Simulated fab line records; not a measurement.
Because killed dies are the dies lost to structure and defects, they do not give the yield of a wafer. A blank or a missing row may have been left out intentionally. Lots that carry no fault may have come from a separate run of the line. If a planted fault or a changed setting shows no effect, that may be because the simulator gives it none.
Chamber matching ; flow n5Finfet ; 3 sister chambers for N5_SDB_HM_DEP_00 on pecvd-02
The step deposits SiNx from SiH4/NH3/N2, target thk 40 nm, time 35.3 s. 3 wafers are shown with their chamber, then 9 later ones without.

== WAFERS, EACH WITH ITS CHAMBER ==
wafer;chamber;throttleValvePct (%)
L082.6;0;38.8
L085.4;1;43.4
L085.6;2;37.3

== WAFERS WITHOUT THEIR CHAMBER ==
wafer;throttleValvePct (%)
L087.4;37.1
L087.5;38.6
L087.6;43.2
L092.1;36.9
L092.3;43.3
L092.6;43.4
L094.1;43.2
L094.2;37.2
L094.5;37.1

== EACH ONE'S CHAMBER ==
wafer;from the rows above;in truth
L087.4;2;2
L087.5;0;0
L087.6;1;1
L092.1;2;2
L092.3;1;1
L092.6;1;1
L094.1;1;1
L094.2;2;2
L094.5;2;2
9 of 9 placed correctly. Not placeable from these rows: 0. Placed wrongly: 0.
How it was worked out, from the rows above alone: a wafer's distance from a chamber is the root of the sum, over the readings, of the square of ((its reading less the chamber's mean) divided by the reading's scatter). If the next closest chamber is less than 2 further off than the closest, the wafer can't be placed; otherwise it belongs to the closest. A chamber's mean is the mean of its shown wafers. The scatter: root of mean squared gap, hidden wafer to nearest shown wafer, with one shown wafer a chamber.
